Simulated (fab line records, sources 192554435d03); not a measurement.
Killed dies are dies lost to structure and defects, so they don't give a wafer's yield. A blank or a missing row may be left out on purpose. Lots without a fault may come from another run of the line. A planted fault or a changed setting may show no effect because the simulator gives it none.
Split-lot experiment | flow n5_finfet | 7 lots, 21 wafers read, on a route of 1938 steps

THE SPLIT
At N5_FIN_CUT_EXPOSE_05 (exposes mask FIN CUT), the setting dose_mj was moved away from the recipe's 45.75 on 5 of the 21 wafers read, by -2.4% to +7.3%. The other wafers ran this setting at the recipe's value.

FROM THE SPLIT TO THE READING: what the file shows between them, 2 steps
- N5_FIN_CUT_PEB_06: peb time 60 s
- N5_FIN_CUT_DEVELOP_07: develop time 30 s

THE READING
cd_nm, in nm, at N5_FIN_CUT_CD_MEAS_08 (target cd 29.1 nm). Fault-free wafers of this fab line usually give 29.08 nm, standard deviation 0.22 nm.

wafer  | tool, chamber at the split | dose_mj as run | against the recipe | cd_nm, nm | against lot-mates on the recipe
L075.1 | euv_scanner-01, 0          | 47.52          | +3.9%              | 30.02     | +0.86
L075.2 | euv_scanner-01, 0          | 45.75          | recipe             | 29.16     | -
L075.3 | euv_scanner-01, 0          | 47.52          | +3.9%              | 29.38     | +0.22
L076.1 | euv_scanner-02, 0          | 45.75          | recipe             | 29.32     | -
L076.4 | euv_scanner-02, 0          | 45.75          | recipe             | 29.12     | -
L076.5 | euv_scanner-02, 0          | 45.75          | recipe             | 29.29     | -
L085.1 | euv_scanner-01, 0          | 44.64          | -2.4%              | 28.50     | -0.42
L085.3 | euv_scanner-01, 0          | 45.75          | recipe             | 28.58     | -
L085.6 | euv_scanner-01, 0          | 45.75          | recipe             | 29.27     | -
L087.1 | euv_scanner-02, 0          | 45.75          | recipe             | 28.97     | -
L087.2 | euv_scanner-02, 0          | 45.75          | recipe             | 28.92     | -
L087.3 | euv_scanner-02, 0          | 45.75          | recipe             | 28.75     | -
L089.4 | euv_scanner-02, 0          | 45.75          | recipe             | 28.74     | -
L089.5 | euv_scanner-02, 0          | 45.75          | recipe             | 29.07     | -
L089.6 | euv_scanner-02, 0          | 45.75          | recipe             | 28.76     | -
L090.1 | euv_scanner-02, 0          | 45.75          | recipe             | 29.32     | -
L090.2 | euv_scanner-02, 0          | 45.75          | recipe             | 29.06     | -
L090.5 | euv_scanner-02, 0          | 49.07          | +7.3%              | 30.38     | +1.19
L091.3 | euv_scanner-01, 0          | 45.75          | recipe             | 29.14     | -
L091.4 | euv_scanner-01, 0          | 47.96          | +4.8%              | 30.02     | +0.85
L091.5 | euv_scanner-01, 0          | 45.75          | recipe             | 29.20     | -

THE FIT
A straight line over all 21 wafers: cd_nm changes by +0.188 nm for each +1% of dose_mj; r = +0.88; the points scatter about the line by 0.23 nm.
The same after taking each lot's own level away (the mean of its wafers on the recipe; 21 wafers): +0.161 nm for each +1%; r = +0.90; scatter 0.18 nm.
On that fit, the largest move of dose_mj shifts the reading by 1.2 nm.
The lots' own levels span 28.857 to 29.243 nm, that is 1.8 times the standard deviation above.
So the lot-to-lot level changes the slope: the two fits differ.
Check: with one of the wafers moved furthest among these (+7.3%) left out of the fit, the line predicts +1.14 nm for it against its lot-mates. It came out at +1.19 nm against them.

OTHER SPLITS ON THESE WAFERS
These wafers also went through other splits before the reading. Each is held against what the fit with the lots' levels taken away leaves over:
other split on the same wafers          | wafers away from the commonest value | r with cd_nm (lot level and that fit taken away)
N5_ZERO_LAYER_EXPOSE_08 dose_mj         | 6                                    | +0.00
N5_ZERO_LAYER_DEVELOP_10 develop_time_s | 8                                    | +0.06
N5_FIN_SAQP_PECVD_06 time_s             | 8                                    | -0.14
N5_FIN_CUT_COAT_18 spin_rpm             | 9                                    | -0.06

THE WHOLE CHAIN: every reading that the file lists as answering this split, in the file's order
step                  | what it does                                                | reading                                                               | change (the file's fit)               | r (the file's)
N5_FIN_CUT_CD_MEAS_08 | target cd 29.1 nm                                           | cd_nm                                                                 | +0.164 nm for each +1% of the setting | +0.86
N5_FIN_CUT_ETCH_30    | etches underlayer in N2/H2, target depth 13 nm, time 10.4 s | FIN_CUT.cd_offset_nm (the simulator's own value, which no gauge read) | +0.157 nm for each +1% of the setting | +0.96
N5_FIN_CUT_ETCH_20    | etches SiARC in CF4, target depth 26 nm, time 43.3 s        | FIN_CUT.cd_offset_nm (the simulator's own value, which no gauge read) | +0.174 nm for each +1% of the setting | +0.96

THE FILE'S OWN FIT
cd_nm changes by +0.164 nm for each +1% of dose_mj, r = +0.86.
